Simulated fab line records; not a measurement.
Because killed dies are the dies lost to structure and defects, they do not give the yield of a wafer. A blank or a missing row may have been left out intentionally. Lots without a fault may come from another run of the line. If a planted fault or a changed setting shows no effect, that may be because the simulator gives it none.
One fault through the eyes of 3 desks | flow n5Finfet | what lay behind the numbers comes last; until then each desk has only its own

== AT THE TOOL OWNER'S DESK: rieDiel-04 ==
The tool's own readings at N5_BEOL_M3_ETCH_77 (etches underlayer in N2/H2, target depth 6.5 nm, time 5.2 s): means of the sampled wafers that have a number, for each lot that ran on this tool. The brackets show how far a lot's mean lies from the usual mean; more than 4 standard deviations puts the lot out of limits, marked OUT.
Columns: A = drypumpMotorCurrentA at N5_BEOL_M3_ETCH_77, usual 5.8 A; B = etchRfOnTimeS at N5_BEOL_M3_ETCH_77, usual 5.22 s; C = oesProductAu at N5_BEOL_M3_ETCH_77, usual 0.64 a.u.; D = rfVppV at N5_BEOL_M3_ETCH_77, usual 523.8 V; E = showerheadPlenumPTorr at N5_BEOL_M3_ETCH_77, usual 2.53 Torr; F = throttleValvePct at N5_BEOL_M3_ETCH_77, usual 17.89 %
lot  | first seen here | A   | B               | C    | D     | E    | F
L943 | day 7 00:38     | 5.3 | 5.22            | 0.60 | 521.8 | 2.48 | 17.69
L948 | day 8 00:38     | 5.8 | 4.29 (-9.4) OUT | 0.70 | 522.6 | 2.51 | 17.80
L952 | day 9 12:07     | 5.5 | 4.62 (-6.1) OUT | 0.71 | 522.0 | 2.51 | 17.92
L954 | day 9 15:17     | 5.9 | 4.71 (-5.1) OUT | 0.67 | 521.8 | 2.49 | 18.00
L964 | day 12 03:14    | 5.2 | 5.23            | 0.71 | 522.2 | 2.49 | 17.65
This desk finds L948, L952, L954 out of limits, L948 being first, at day 8 00:38 (etchRfOnTimeS at N5_BEOL_M3_ETCH_77). L943, L964 stayed within limits.

== THE DEFECT DESK ==
What the inspections along the route counted, lot by lot: means of the sampled wafers that have a number. The brackets show how far a lot's mean lies from the usual mean; more than 4 standard deviations puts the lot out of limits, marked OUT.
Columns: A = rawDefectCount at N5_BEOL_M2_INSPECT_59, usual 74
lot  | first seen here | A
L943 | day 6 22:48     | 71
L948 | day 7 20:59     | 64
L952 | day 9 09:53     | 104
L954 | day 9 13:10     | 77
L957 | day 10 14:22    | 46
L958 | day 10 17:27    | 68
L960 | day 11 07:32    | 59
L962 | day 11 11:10    | 47
L964 | day 11 23:22    | 46
This desk found nothing out of limits on any of the 9 lots.

== FROM THE METROLOGY DESK ==
What the gauges read, lot by lot, whatever tool the lot ran on: means of the sampled wafers that have a number. The brackets show how far a lot's mean lies from the usual mean; more than 4 standard deviations puts the lot out of limits, marked OUT. Shown here are 7 of its 10 readings, the ones lying furthest out on some lot.
Columns: A = IOFF_N at N5_BEOL_M4_RC_MEAS_101, usual 0.16 nA/um; B = IOFF_P at N5_BEOL_M4_RC_MEAS_101, usual 0.21 nA/um; C = ION_N at N5_BEOL_M4_RC_MEAS_101, usual 675 uA/um; D = SS_N at N5_BEOL_M4_RC_MEAS_101, usual 71.6 mV/dec; E = SS_P at N5_BEOL_M4_RC_MEAS_101, usual 73.3 mV/dec; F = VT_N at N5_BEOL_M4_RC_MEAS_101, usual 249 mV; G = VT_P at N5_BEOL_M4_RC_MEAS_101, usual -250 mV
lot  | first seen here | A    | B    | C   | D    | E    | F   | G
L943 | day 7 15:28     | 0.15 | 0.19 | 676 | 71.5 | 73.6 | 252 | -253
L948 | day 8 14:51     | 0.15 | 0.20 | 678 | 71.0 | 72.2 | 251 | -252
L952 | day 10 07:46    | 0.13 | 0.19 | 659 | 70.6 | 73.5 | 252 | -254
L954 | day 10 09:15    | 0.15 | 0.18 | 669 | 71.2 | 72.6 | 250 | -252
L957 | day 11 13:41    | 0.19 | 0.29 | 682 | 71.6 | 73.0 | 246 | -243
L958 | day 11 16:40    | 0.19 | 0.25 | 679 | 72.2 | 73.6 | 248 | -247
L960 | day 12 00:10    | 0.15 | 0.22 | 685 | 71.3 | 72.7 | 247 | -245
L962 | day 12 03:55    | 0.16 | 0.23 | 669 | 71.6 | 73.1 | 252 | -247
L964 | day 13 03:38    | 0.24 | 0.24 | 700 | 72.6 | 74.2 | 243 | -250
This desk found nothing out of limits on any of the 9 lots.

== PUT TOGETHER ==
The tool owner's desk had the chance to raise an alarm at day 8 00:38 on L948, L952, L954.
No out-of-limits result turned up at the defect desk.
Nothing out of limits was seen by the metrology desk.
The defect desk has L948, L952, L954 on record, within its limits.
The metrology desk holds a record of L948, L952, L954, inside its limits.
The lots listed all ran N5_BEOL_M3_ETCH_77 on rieDiel-04.

== WHAT HAD BEEN PUT IN BY THE SIMULATOR ==
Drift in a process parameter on rieDiel-04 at N5_BEOL_M3_ETCH_77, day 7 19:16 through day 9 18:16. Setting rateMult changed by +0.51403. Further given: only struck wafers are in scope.
Lots struck among those shown: L948, L952, L954.
Each desk's first reading out of limits, in hours after the fault started: the tool owner's desk, 5.
